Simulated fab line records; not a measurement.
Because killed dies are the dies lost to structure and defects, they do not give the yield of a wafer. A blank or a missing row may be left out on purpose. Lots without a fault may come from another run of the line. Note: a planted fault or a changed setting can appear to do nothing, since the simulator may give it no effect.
The tool behind it: which one? || flow n5_finfet || Sampling: 9 lots, 27 wafers, 5 of 1938 route steps

## WHAT EACH GAUGE READ, for each wafer
N5_MOL_CONTACT_COAG_OVL_MEAS_85. Usual: for VG_OVL the level is 0.1 nm and the standard deviation is 0.74.
{"lot": "L364", "measured": "day 5 19:23", "on": "overlay-02", "VG_OVL (nm)": "-0.5 -0.5 -0.5", "flag": ""}
{"lot": "L365", "measured": "day 5 20:32", "on": "overlay-01", "VG_OVL (nm)": "-0.1 0.0 1.1", "flag": ""}
{"lot": "L367", "measured": "day 6 09:31", "on": "overlay-01", "VG_OVL (nm)": "0.8 0.0 0.9", "flag": ""}
{"lot": "L368", "measured": "day 6 15:56", "on": "overlay-01", "VG_OVL (nm)": "-1.1 -0.1 -1.0", "flag": ""}
{"lot": "L373", "measured": "day 8 03:32", "on": "overlay-01", "VG_OVL (nm)": "-0.9 0.3 -0.2", "flag": ""}
{"lot": "L374", "measured": "day 8 08:41", "on": "overlay-02", "VG_OVL (nm)": "0.3 0.3 0.6", "flag": ""}
{"lot": "L380", "measured": "day 9 15:02", "on": "overlay-02", "VG_OVL (nm)": "0.6 0.2 -0.7", "flag": ""}
{"lot": "L384", "measured": "day 10 16:55", "on": "overlay-02", "VG_OVL (nm)": "1.3 0.3 0.6", "flag": ""}
{"lot": "L385", "measured": "day 10 23:41", "on": "overlay-01", "VG_OVL (nm)": "0.8 1.0 0.2", "flag": ""}

N5_BEOL_M4_RC_MEAS_101. Usual: DIBL_N 36.0 mV/V, standard deviation 2.5; DIBL_P 36.2 mV/V, standard deviation 3; IOFF_N 0.16 nA/um, standard deviation 0.044; IOFF_P 0.21 nA/um, standard deviation 0.049; ION_N 671 uA/um, standard deviation 15; ION_P 461 uA/um, standard deviation 8.7; SS_N 71.5 mV/dec, standard deviation 0.72; SS_P 73.4 mV/dec, standard deviation 0.9; VT_N 251 mV, standard deviation 4.4; VT_P -250 mV, standard deviation 4.
{"lot": "L364", "measured": "day 8 21:51", "on": "prober-01", "DIBL_N (mV/V)": "39.1 36.2 35.8", "DIBL_P (mV/V)": "39.3 36.5 34.4", "IOFF_N (nA/um)": "0.23 0.17 0.16", "IOFF_P (nA/um)": "0.27 0.23 0.20", "ION_N (uA/um)": "683 688 659", "ION_P (uA/um)": "463 468 451", "SS_N (mV/dec)": "73.2 71.3 71.9", "SS_P (mV/dec)": "74.2 73.4 73.2", "VT_N (mV)": "247 248 249", "VT_P (mV)": "-246 -248 -248", "flag": ""}
{"lot": "L365", "measured": "day 9 14:58", "on": "prober-02", "DIBL_N (mV/V)": "32.7 37.3 35.7", "DIBL_P (mV/V)": "34.3 40.0 38.5", "IOFF_N (nA/um)": "0.12 0.20 0.16", "IOFF_P (nA/um)": "0.18 0.24 0.24", "ION_N (uA/um)": "656 677 663", "ION_P (uA/um)": "455 459 461", "SS_N (mV/dec)": "70.9 72.3 71.7", "SS_P (mV/dec)": "72.2 74.3 74.3", "VT_N (mV)": "252 247 253", "VT_P (mV)": "-249 -249 -247", "flag": ""}
{"lot": "L367", "measured": "day 9 23:16", "on": "prober-02", "DIBL_N (mV/V)": "41.4 38.8 39.2", "DIBL_P (mV/V)": "41.8 39.1 39.7", "IOFF_N (nA/um)": "0.26 0.19 0.20", "IOFF_P (nA/um)": "0.29 0.24 0.24", "ION_N (uA/um)": "697 673 690", "ION_P (uA/um)": "466 457 468", "SS_N (mV/dec)": "72.5 73.0 72.9", "SS_P (mV/dec)": "75.0 74.2 75.1", "VT_N (mV)": "245 247 248", "VT_P (mV)": "-246 -249 -251", "flag": ""}
{"lot": "L368", "measured": "day 10 03:35", "on": "prober-01", "DIBL_N (mV/V)": "36.4 34.6 35.0", "DIBL_P (mV/V)": "36.8 33.4 35.4", "IOFF_N (nA/um)": "0.15 0.11 0.12", "IOFF_P (nA/um)": "0.20 0.16 0.20", "ION_N (uA/um)": "678 653 669", "ION_P (uA/um)": "464 452 468", "SS_N (mV/dec)": "71.5 70.4 71.6", "SS_P (mV/dec)": "73.5 72.5 72.8", "VT_N (mV)": "252 255 255", "VT_P (mV)": "-251 -253 -252", "flag": ""}
{"lot": "L373", "measured": "day 11 11:53", "on": "prober-02", "DIBL_N (mV/V)": "36.6 38.0 30.6", "DIBL_P (mV/V)": "36.2 37.7 28.6", "IOFF_N (nA/um)": "0.16 0.18 0.08", "IOFF_P (nA/um)": "0.21 0.22 0.11", "ION_N (uA/um)": "666 680 656", "ION_P (uA/um)": "452 460 446", "SS_N (mV/dec)": "71.6 71.9 70.4", "SS_P (mV/dec)": "73.5 74.1 71.3", "VT_N (mV)": "252 249 259", "VT_P (mV)": "-250 -253 -260", "flag": ""}
{"lot": "L374", "measured": "day 11 20:52", "on": "prober-02", "DIBL_N (mV/V)": "40.2 38.9 38.6", "DIBL_P (mV/V)": "39.5 37.9 36.6", "IOFF_N (nA/um)": "0.21 0.18 0.17", "IOFF_P (nA/um)": "0.29 0.24 0.22", "ION_N (uA/um)": "695 676 668", "ION_P (uA/um)": "476 471 456", "SS_N (mV/dec)": "72.0 72.1 71.9", "SS_P (mV/dec)": "74.3 73.6 73.7", "VT_N (mV)": "243 247 250", "VT_P (mV)": "-245 -248 -250", "flag": ""}
{"lot": "L380", "measured": "day 12 21:49", "on": "prober-01", "DIBL_N (mV/V)": "35.9 34.4 36.0", "DIBL_P (mV/V)": "37.7 35.8 37.3", "IOFF_N (nA/um)": "0.18 0.14 0.18", "IOFF_P (nA/um)": "0.26 0.22 0.24", "ION_N (uA/um)": "676 655 677", "ION_P (uA/um)": "469 460 469", "SS_N (mV/dec)": "71.0 70.9 72.3", "SS_P (mV/dec)": "73.7 73.8 73.8", "VT_N (mV)": "248 255 248", "VT_P (mV)": "-244 -248 -247", "flag": ""}
{"lot": "L384", "measured": "day 13 20:39", "on": "prober-01", "DIBL_N (mV/V)": "40.1 36.2 37.9", "DIBL_P (mV/V)": "40.6 35.1 37.6", "IOFF_N (nA/um)": "0.25 0.13 0.19", "IOFF_P (nA/um)": "0.31 0.19 0.25", "ION_N (uA/um)": "689 651 675", "ION_P (uA/um)": "470 453 463", "SS_N (mV/dec)": "73.0 71.1 71.8", "SS_P (mV/dec)": "74.3 73.0 73.6", "VT_N (mV)": "245 255 246", "VT_P (mV)": "-242 -252 -246", "flag": ""}
{"lot": "L385", "measured": "day 14 06:51", "on": "prober-02", "DIBL_N (mV/V)": "37.1 30.4 34.0", "DIBL_P (mV/V)": "38.2 29.3 34.5", "IOFF_N (nA/um)": "0.17 0.07 0.12", "IOFF_P (nA/um)": "0.21 0.10 0.16", "ION_N (uA/um)": "685 638 675", "ION_P (uA/um)": "470 438 460", "SS_N (mV/dec)": "71.1 70.0 70.8", "SS_P (mV/dec)": "74.5 71.8 73.5", "VT_N (mV)": "253 261 252", "VT_P (mV)": "-253 -263 -258", "flag": ""}

## EACH LOT AND THE TOOL THAT RAN IT (in order: tool; ch and the chambers of the sampled wafers; start)
{"lot": "L364", "N5_MOL_CONTACT_COAG_ETCHBACK_132": "rie_diel-02 ch 0,1,3, day 5 20:14", "N5_MOL_CONTACT_COAG_ETCH_47": "rie_diel-02 ch 0,1,3, day 5 20:30", "N5_MOL_CONTACT_COAG_COAT_34": "litho_track-02 ch 0, day 5 20:46"}
{"lot": "L365", "N5_MOL_CONTACT_COAG_ETCHBACK_132": "rie_diel-01 ch 0,2, day 5 22:08", "N5_MOL_CONTACT_COAG_ETCH_47": "rie_diel-01 ch 0,2, day 5 22:25", "N5_MOL_CONTACT_COAG_COAT_34": "litho_track-01 ch 0, day 5 22:41"}
{"lot": "L367", "N5_MOL_CONTACT_COAG_ETCHBACK_132": "rie_diel-01 ch 0,3, day 6 09:55", "N5_MOL_CONTACT_COAG_ETCH_47": "rie_diel-01 ch 0,3, day 6 10:11", "N5_MOL_CONTACT_COAG_COAT_34": "litho_track-01 ch 0, day 6 10:27"}
{"lot": "L368", "N5_MOL_CONTACT_COAG_ETCHBACK_132": "rie_diel-02 ch 0,2,3, day 6 16:21", "N5_MOL_CONTACT_COAG_ETCH_47": "rie_diel-02 ch 0,2,3, day 6 16:37", "N5_MOL_CONTACT_COAG_COAT_34": "litho_track-01 ch 0, day 6 16:55"}
{"lot": "L373", "N5_MOL_CONTACT_COAG_ETCHBACK_132": "rie_diel-05 ch 0,2,3, day 8 04:28", "N5_MOL_CONTACT_COAG_ETCH_47": "rie_diel-05 ch 0,2,3, day 8 04:44", "N5_MOL_CONTACT_COAG_COAT_34": "litho_track-03 ch 0, day 8 05:00"}
{"lot": "L374", "N5_MOL_CONTACT_COAG_ETCHBACK_132": "rie_diel-02 ch 0,1,2, day 8 09:06", "N5_MOL_CONTACT_COAG_ETCH_47": "rie_diel-02 ch 0,1,2, day 8 09:22", "N5_MOL_CONTACT_COAG_COAT_34": "litho_track-03 ch 0, day 8 09:38"}
{"lot": "L380", "N5_MOL_CONTACT_COAG_ETCHBACK_132": "rie_diel-02 ch 0,1,3, day 9 15:32", "N5_MOL_CONTACT_COAG_ETCH_47": "rie_diel-02 ch 0,1,3, day 9 15:47", "N5_MOL_CONTACT_COAG_COAT_34": "litho_track-02 ch 0, day 9 16:04"}
{"lot": "L384", "N5_MOL_CONTACT_COAG_ETCHBACK_132": "rie_diel-02 ch 1,2, day 10 17:18", "N5_MOL_CONTACT_COAG_ETCH_47": "rie_diel-02 ch 1,2, day 10 17:34", "N5_MOL_CONTACT_COAG_COAT_34": "litho_track-03 ch 0, day 10 17:50"}
{"lot": "L385", "N5_MOL_CONTACT_COAG_ETCHBACK_132": "rie_diel-02 ch 1,2, day 11 00:13", "N5_MOL_CONTACT_COAG_ETCH_47": "rie_diel-02 ch 1,2, day 11 00:28", "N5_MOL_CONTACT_COAG_COAT_34": "litho_track-03 ch 0, day 11 00:45"}
- N5_MOL_CONTACT_COAG_ETCHBACK_132: etches SiO2 in CHF3, target depth 10 nm, time 6.7 s.
- N5_MOL_CONTACT_COAG_ETCH_47: etches SiNx in CH3F/O2, stops on W, target depth 27 nm.
- N5_MOL_CONTACT_COAG_COAT_34: resist thk 40 nm.

## WHAT THE TOOLS THEMSELVES READ (means of the sampled wafers that have a number; where no wafer has one, the mark that the record gives instead)
N5_MOL_CONTACT_COAG_ETCHBACK_132. Usual: value, then standard deviation, for each; drypump_motor_current_A 5.8 A / 0.35; mfc_ar_sccm 200.1 sccm / 0.59; oes_f_703_au 0.77 a.u. / 0.086; oes_product_au 0.77 a.u. / 0.078; rf_vpp_V 524 V / 18; showerhead_plenum_p_Torr 2.36 Torr / 0.066; throttle_valve_pct 18.81 % / 0.22.
{"lot": "L364", "tool": "rie_diel-02", "drypump_motor_current_A (A)": 5.7, "mfc_ar_sccm (sccm)": 200.1, "oes_f_703_au (a.u.)": 0.83, "oes_product_au (a.u.)": 0.83, "rf_vpp_V (V)": 518, "showerhead_plenum_p_Torr (Torr)": 2.33, "throttle_valve_pct (%)": 18.74, "flag": ""}
{"lot": "L365", "tool": "rie_diel-01", "drypump_motor_current_A (A)": 6.1, "mfc_ar_sccm (sccm)": 199.7, "oes_f_703_au (a.u.)": 0.75, "oes_product_au (a.u.)": 0.73, "rf_vpp_V (V)": 507, "showerhead_plenum_p_Torr (Torr)": 2.34, "throttle_valve_pct (%)": 19.17, "flag": ""}
{"lot": "L367", "tool": "rie_diel-01", "drypump_motor_current_A (A)": 5.9, "mfc_ar_sccm (sccm)": 199.9, "oes_f_703_au (a.u.)": 0.76, "oes_product_au (a.u.)": 0.75, "rf_vpp_V (V)": 512, "showerhead_plenum_p_Torr (Torr)": 2.34, "throttle_valve_pct (%)": 18.90, "flag": ""}
{"lot": "L368", "tool": "rie_diel-02", "drypump_motor_current_A (A)": 5.6, "mfc_ar_sccm (sccm)": 200.2, "oes_f_703_au (a.u.)": 0.83, "oes_product_au (a.u.)": 0.83, "rf_vpp_V (V)": 518, "showerhead_plenum_p_Torr (Torr)": 2.37, "throttle_valve_pct (%)": 18.81, "flag": ""}
{"lot": "L373", "tool": "rie_diel-05", "drypump_motor_current_A (A)": 6.0, "mfc_ar_sccm (sccm)": 199.9, "oes_f_703_au (a.u.)": 0.71, "oes_product_au (a.u.)": 0.71, "rf_vpp_V (V)": 525, "showerhead_plenum_p_Torr (Torr)": 2.37, "throttle_valve_pct (%)": 18.75, "flag": ""}
{"lot": "L374", "tool": "rie_diel-02", "drypump_motor_current_A (A)": 5.7, "mfc_ar_sccm (sccm)": 199.8, "oes_f_703_au (a.u.)": 0.74, "oes_product_au (a.u.)": 0.75, "rf_vpp_V (V)": 526, "showerhead_plenum_p_Torr (Torr)": 2.35, "throttle_valve_pct (%)": 18.81, "flag": ""}
{"lot": "L380", "tool": "rie_diel-02", "drypump_motor_current_A (A)": 5.7, "mfc_ar_sccm (sccm)": 200.0, "oes_f_703_au (a.u.)": 0.79, "oes_product_au (a.u.)": 0.78, "rf_vpp_V (V)": 517, "showerhead_plenum_p_Torr (Torr)": 2.32, "throttle_valve_pct (%)": 18.79, "flag": ""}
{"lot": "L384", "tool": "rie_diel-02", "drypump_motor_current_A (A)": 5.7, "mfc_ar_sccm (sccm)": 199.4, "oes_f_703_au (a.u.)": 0.73, "oes_product_au (a.u.)": 0.76, "rf_vpp_V (V)": 540, "showerhead_plenum_p_Torr (Torr)": 2.36, "throttle_valve_pct (%)": 18.76, "flag": ""}
{"lot": "L385", "tool": "rie_diel-02", "drypump_motor_current_A (A)": 5.8, "mfc_ar_sccm (sccm)": 200.0, "oes_f_703_au (a.u.)": 0.73, "oes_product_au (a.u.)": 0.76, "rf_vpp_V (V)": 541, "showerhead_plenum_p_Torr (Torr)": 2.36, "throttle_valve_pct (%)": 18.75, "flag": ""}

N5_MOL_CONTACT_COAG_ETCH_47. Usual: O2_flow_sccm 19.99 sccm, standard deviation 0.056; drypump_motor_current_A 5.8 A, standard deviation 0.35; etch_rf_on_time_s 31.4 s, standard deviation 0.6; mfc_ar_sccm 149.9 sccm, standard deviation 0.51; oes_f_703_au 0.77 a.u., standard deviation 0.088; oes_product_au 0.69 a.u., standard deviation 0.069; rf_vpp_V 298 V, standard deviation 9.8; showerhead_plenum_p_Torr 1.99 Torr, standard deviation 0.056; throttle_valve_pct 16.44 %, standard deviation 0.21.
{"lot": "L364", "tool": "rie_diel-02", "O2_flow_sccm (sccm)": 19.99, "drypump_motor_current_A (A)": 5.7, "etch_rf_on_time_s (s)": 31.5, "mfc_ar_sccm (sccm)": 150.1, "oes_f_703_au (a.u.)": 0.82, "oes_product_au (a.u.)": 0.73, "rf_vpp_V (V)": 294, "showerhead_plenum_p_Torr (Torr)": 1.96, "throttle_valve_pct (%)": 16.36, "flag": ""}
{"lot": "L365", "tool": "rie_diel-01", "O2_flow_sccm (sccm)": 20.04, "drypump_motor_current_A (A)": 6.0, "etch_rf_on_time_s (s)": 31.1, "mfc_ar_sccm (sccm)": 149.7, "oes_f_703_au (a.u.)": 0.75, "oes_product_au (a.u.)": 0.65, "rf_vpp_V (V)": 289, "showerhead_plenum_p_Torr (Torr)": 1.96, "throttle_valve_pct (%)": 16.78, "flag": ""}
{"lot": "L367", "tool": "rie_diel-01", "O2_flow_sccm (sccm)": 20.00, "drypump_motor_current_A (A)": 5.9, "etch_rf_on_time_s (s)": 31.0, "mfc_ar_sccm (sccm)": 149.0, "oes_f_703_au (a.u.)": 0.76, "oes_product_au (a.u.)": 0.67, "rf_vpp_V (V)": 290, "showerhead_plenum_p_Torr (Torr)": 1.96, "throttle_valve_pct (%)": 16.49, "flag": ""}
{"lot": "L368", "tool": "rie_diel-02", "O2_flow_sccm (sccm)": 20.02, "drypump_motor_current_A (A)": 5.6, "etch_rf_on_time_s (s)": 30.9, "mfc_ar_sccm (sccm)": 150.2, "oes_f_703_au (a.u.)": 0.83, "oes_product_au (a.u.)": 0.75, "rf_vpp_V (V)": 294, "showerhead_plenum_p_Torr (Torr)": 2.00, "throttle_valve_pct (%)": 16.43, "flag": ""}
{"lot": "L373", "tool": "rie_diel-05", "O2_flow_sccm (sccm)": 20.02, "drypump_motor_current_A (A)": 6.0, "etch_rf_on_time_s (s)": 31.6, "mfc_ar_sccm (sccm)": 149.6, "oes_f_703_au (a.u.)": 0.71, "oes_product_au (a.u.)": 0.64, "rf_vpp_V (V)": 298, "showerhead_plenum_p_Torr (Torr)": 1.99, "throttle_valve_pct (%)": 16.42, "flag": ""}
{"lot": "L374", "tool": "rie_diel-02", "O2_flow_sccm (sccm)": 19.97, "drypump_motor_current_A (A)": 5.6, "etch_rf_on_time_s (s)": 31.5, "mfc_ar_sccm (sccm)": 149.5, "oes_f_703_au (a.u.)": 0.73, "oes_product_au (a.u.)": 0.67, "rf_vpp_V (V)": 299, "showerhead_plenum_p_Torr (Torr)": 1.98, "throttle_valve_pct (%)": 16.47, "flag": ""}
{"lot": "L380", "tool": "rie_diel-02", "O2_flow_sccm (sccm)": 20.01, "drypump_motor_current_A (A)": 5.6, "etch_rf_on_time_s (s)": 31.0, "mfc_ar_sccm (sccm)": 150.3, "oes_f_703_au (a.u.)": 0.78, "oes_product_au (a.u.)": 0.70, "rf_vpp_V (V)": 293, "showerhead_plenum_p_Torr (Torr)": 1.95, "throttle_valve_pct (%)": 16.43, "flag": ""}
{"lot": "L384", "tool": "rie_diel-02", "O2_flow_sccm (sccm)": 19.92, "drypump_motor_current_A (A)": 5.8, "etch_rf_on_time_s (s)": 31.6, "mfc_ar_sccm (sccm)": 149.8, "oes_f_703_au (a.u.)": 0.73, "oes_product_au (a.u.)": 0.68, "rf_vpp_V (V)": 307, "showerhead_plenum_p_Torr (Torr)": 1.99, "throttle_valve_pct (%)": 16.41, "flag": ""}
{"lot": "L385", "tool": "rie_diel-02", "O2_flow_sccm (sccm)": 19.92, "drypump_motor_current_A (A)": 5.8, "etch_rf_on_time_s (s)": 31.5, "mfc_ar_sccm (sccm)": 149.9, "oes_f_703_au (a.u.)": 0.72, "oes_product_au (a.u.)": 0.68, "rf_vpp_V (V)": 307, "showerhead_plenum_p_Torr (Torr)": 1.99, "throttle_valve_pct (%)": 16.42, "flag": ""}

N5_MOL_CONTACT_COAG_COAT_34. Usual: dispense_pressure_kPa 49.3 kPa, standard deviation 1.4; spin_speed_rpm 1500.0 rpm, standard deviation 0.86.
{"lot": "L364", "tool": "litho_track-02", "dispense_pressure_kPa (kPa)": 47.9, "spin_speed_rpm (rpm)": 1498.9, "flag": ""}
{"lot": "L365", "tool": "litho_track-01", "dispense_pressure_kPa (kPa)": 48.7, "spin_speed_rpm (rpm)": 1499.9, "flag": ""}
{"lot": "L367", "tool": "litho_track-01", "dispense_pressure_kPa (kPa)": 48.7, "spin_speed_rpm (rpm)": 1500.7, "flag": ""}
{"lot": "L368", "tool": "litho_track-01", "dispense_pressure_kPa (kPa)": 48.7, "spin_speed_rpm (rpm)": 1500.0, "flag": ""}
{"lot": "L373", "tool": "litho_track-03", "dispense_pressure_kPa (kPa)": 51.3, "spin_speed_rpm (rpm)": 1498.9, "flag": ""}
{"lot": "L374", "tool": "litho_track-03", "dispense_pressure_kPa (kPa)": 51.3, "spin_speed_rpm (rpm)": 1499.6, "flag": ""}
{"lot": "L380", "tool": "litho_track-02", "dispense_pressure_kPa (kPa)": 47.9, "spin_speed_rpm (rpm)": 1499.3, "flag": ""}
{"lot": "L384", "tool": "litho_track-03", "dispense_pressure_kPa (kPa)": 51.2, "spin_speed_rpm (rpm)": 1540.2, "flag": "OFF"}
{"lot": "L385", "tool": "litho_track-03", "dispense_pressure_kPa (kPa)": 51.3, "spin_speed_rpm (rpm)": 1540.4, "flag": "OFF"}

## THE ANSWER, worked out from the rows above alone
Rule: lot off if the mean of its wafers having a number is beyond 3 standard deviations from the usual mean. Also off: a lot with no number at a reading for which 4 or more lots have one. The other lots that the step has rows for count as sound. Order of review: gauges by route order, followed by the tools' own readings, for which a lot's mean as printed above is used. At the first step where some lot is off, the reading lying furthest off is the one used; lots without a number count as furthest.
Off, at N5_MOL_CONTACT_COAG_COAT_34 on spin_speed_rpm: L384, L385.
A tool fits if, at that step or a process step before it, it ran every lot that is off, and no sound lot after the first of them. 2 tools fit, rie_diel-02 at N5_MOL_CONTACT_COAG_ETCHBACK_132 and N5_MOL_CONTACT_COAG_ETCH_47 and litho_track-03 at N5_MOL_CONTACT_COAG_COAT_34, so this cannot tell which one it is.

## WHAT WAS PUT IN BY THE SIMULATOR
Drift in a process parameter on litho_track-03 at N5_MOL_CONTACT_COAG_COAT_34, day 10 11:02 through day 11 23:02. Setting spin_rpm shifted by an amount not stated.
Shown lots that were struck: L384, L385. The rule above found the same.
